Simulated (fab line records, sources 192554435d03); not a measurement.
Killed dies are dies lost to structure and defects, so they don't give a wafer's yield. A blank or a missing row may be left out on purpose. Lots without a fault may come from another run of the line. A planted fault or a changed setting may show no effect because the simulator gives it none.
A struck lot beside a sound one | flow n5_finfet | 16 steps out of a route of 1938
Sound: wafers L879.1, L879.4, L879.5. Struck: wafer L888.1. (L888.2, L888.3 of the same lot were not struck and are left out.) The cause comes at the end.
At each step with rows: each side's tool, then ch and its chambers, then its first start. Under that, the readings that differ: sound wafers | struck wafers | difference of the means | sigmas: that difference in standard deviations of wafers without a fault.
alike: readings whose means differ by less than 2 such deviations, and words and numbers that are the same on both sides. not compared: withheld readings, readings that some wafer has no value for, bounds like >300 that may hide the same value, and numbers for which the record gives no deviation and whose values overlap.
The two part at a step that has a row with sigmas, a row that says differs or no value, or rows on one side only. Numbers that don't overlap but have no deviation are shown without sigmas and don't part them. A reading that every wafer of one side lacks parts them only if that side has two wafers or more.

N5_BEOL_M2_DESCUM_33: chemistry O2, time 7 s.
  sound on rie_diel-05 ch 1,2, day 7 22:36; struck on rie_diel-03 ch 0, day 10 04:59
  reading               | sound          | struck | difference | sigmas
  oes_product_au (a.u.) | 0.70 0.71 0.70 | 0.88   | +0.18      | +2
  alike: drypump_motor_current_A, o2_flow_sccm, rf_vpp_V, showerhead_plenum_p_Torr, throttle_valve_pct
  not compared: rf_hours_counter_h
N5_BEOL_M2_ETCH_77: etches underlayer in N2/H2, target depth 6.5 nm, time 5.2 s.
  sound on rie_diel-05 ch 1,2, day 7 22:38; struck on rie_diel-03 ch 0, day 10 05:01
  reading               | sound          | struck | difference | sigmas
  oes_product_au (a.u.) | 0.60 0.59 0.60 | 0.74   | +0.14      | +2
  alike: drypump_motor_current_A, etch_rf_on_time_s, rf_vpp_V, showerhead_plenum_p_Torr, throttle_valve_pct
  not compared: rf_hours_counter_h
then, 3 steps without rows for these wafers: N5_BEOL_M2_ETCH_69 (etches SiARC in CF4, target depth 15.6 nm, time 26 s); N5_BEOL_M2_ALD_98 (deposits SiO2, target thk 2.5 nm, pulse time 1 s, co reactant pulse time 1 s); N5_BEOL_M2_ETCHBACK_99 (etches SiO2 in CHF3, target depth 5 nm, time 10.4 s).
N5_BEOL_M2_ETCH_70: etches SOC in N2/H2, target depth 80 nm, overetch 24 nm, time 130 s.
  sound on rie_diel-01 ch 1,3, day 8 02:43; struck on rie_diel-01 ch 3, day 10 10:59
  alike: drypump_motor_current_A, oes_product_au, rf_vpp_V, showerhead_plenum_p_Torr, throttle_valve_pct
  not compared: rf_hours_counter_h
then, 4 steps without rows for these wafers: N5_BEOL_M2_STRIP_71 (strips in N2/H2); N5_BEOL_M2_STRIP_78 (strips in N2/H2); N5_BEOL_M2_VIA_ETCH_34 (etches the open film in C4F6/O2, target depth 69.4 nm, time 65.9 s); N5_BEOL_M2_STRIP_83 (strips in C4F6/O2).
N5_BEOL_M2_STRIP_36: strips in N2/H2.
  sound on rie_diel-01 ch 1,3, day 8 02:53; struck on rie_diel-01 ch 3, day 10 11:09
  alike: drypump_motor_current_A, oes_product_au, power_w, rf_vpp_V, showerhead_plenum_p_Torr, throttle_valve_pct
  not compared: rf_hours_counter_h
then, 1 step without rows for these wafers: N5_BEOL_M2_TRENCH_ETCH_37 (etches SiOC in C4F6/O2, target depth 55.555 nm, time 29.2 s).
N5_BEOL_M2_ETCH_41: etches SiCN in CH3F/O2, target depth 29.9 nm, time 52.5 s.
  sound on rie_diel-01 ch 1,3, day 8 02:57; struck on rie_diel-01 ch 3, day 10 11:13
  reading                  | sound             | struck | difference | sigmas
  oes_product_au (a.u.)    | 0.80 0.82 0.70    | 0.95   | +0.18      | +2
  model.etch.depth_nm (nm) | 19.62 19.73 19.22 | 26.15  | +6.63      |
  alike: drypump_motor_current_A, rf_vpp_V, showerhead_plenum_p_Torr, throttle_valve_pct
  not compared: rf_hours_counter_h
N5_BEOL_M2_STRIP_97: strips in N2/H2, time 10 s.
  sound on rie_diel-01 ch 1,3; struck on rie_diel-01 ch 3
  alike: drypump_motor_current_A, oes_product_au, rf_vpp_V, showerhead_plenum_p_Torr, throttle_valve_pct
  not compared: rf_hours_counter_h
N5_BEOL_M4_RC_MEAS_101:
  sound on prober-01 ch 0, day 9 00:01; struck on prober-01 ch 0, day 11 13:05
  alike: DIBL_N, DIBL_P, IOFF_N, IOFF_P, ION_N, ION_P, SS_N, SS_P, VT_N, VT_P
N5_PASSIVATION_PROBE_49:
  the record has rows for the sound wafers here (prober-01, day 13 12:28) and none for the struck ones

WHERE THEY PART
First at N5_BEOL_M2_DESCUM_33; last, within this record, at N5_PASSIVATION_PROBE_49.

WHY: what the simulator had put in
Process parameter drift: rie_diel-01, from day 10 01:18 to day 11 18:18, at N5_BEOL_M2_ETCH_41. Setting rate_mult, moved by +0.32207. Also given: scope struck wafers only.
